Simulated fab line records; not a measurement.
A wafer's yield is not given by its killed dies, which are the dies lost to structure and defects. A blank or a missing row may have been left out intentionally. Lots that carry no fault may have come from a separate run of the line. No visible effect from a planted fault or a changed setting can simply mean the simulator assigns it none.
Which tool was responsible? | flow nand harc | Sampling: 7 lots, 21 wafers, 2 of 1302 route steps

WHAT THE GAUGES SHOWED, per wafer
NHARC_THIN_TSV_CD_MEAS_12: target cd 1000 nm.
lot  | measured     | on        | cd nm (nm)
L622 | day 25 11:06 | cd sem-03 | 999.7 996.9 998.8
L627 | day 27 22:07 | cd sem-02 | 997.0 996.7 1000.1
L625 | day 29 03:19 | cd sem-01 | 1003.1 1000.7 1000.0
L632 | day 30 13:10 | cd sem-02 | 999.1 998.7 1002.3
L635 | day 30 18:01 | cd sem-01 | 997.3 1001.8 997.5
L639 | day 32 04:20 | cd sem-02 | 1000.8 1003.1 999.9
L642 | day 35 03:21 | cd sem-01 | 997.7 999.4 1003.3

EACH LOT AND THE TOOL THAT RAN IT (in order: tool; ch and the chambers of the sampled wafers; start)
lot  | NHARC_A_STAIRCASE_DEP_322
L622 | pecvd-01 ch 0,1,2, day 19 16:22
L627 | pecvd-02 ch 0,1, day 22 02:12
L625 | pecvd-02 ch 1,2, day 22 22:58
L632 | pecvd-03 ch 0,2, day 23 18:26
L635 | pecvd-03 ch 0,2, day 24 14:16
L639 | pecvd-01 ch 0,1,2, day 25 22:55
L642 | pecvd-02 ch 0,1, day 29 07:57
- NHARC_A_STAIRCASE_DEP_322: deposits SiO2, target thk 7200 nm.

THE ANSWER, worked out from the rows above alone
Rule: what is usual is taken from the lots themselves. The widest of any qualifying gaps counts: lots, ordered by their means at a reading, are off when they make up no more than a third of the lots, leave a main group of 4 or more, and stand apart from it by 3 or more times the standard deviation of that group's means. A main group is skipped when, at the precision printed for the reading in the tables above, its means are all equal. A lot without any number at a reading at which 4 lots or more have one is off too. The other lots that the step has rows for count as sound.
Nothing can be told from this: no lot is off at any reading shown.

WHAT THE SIMULATOR HAD INSERTED
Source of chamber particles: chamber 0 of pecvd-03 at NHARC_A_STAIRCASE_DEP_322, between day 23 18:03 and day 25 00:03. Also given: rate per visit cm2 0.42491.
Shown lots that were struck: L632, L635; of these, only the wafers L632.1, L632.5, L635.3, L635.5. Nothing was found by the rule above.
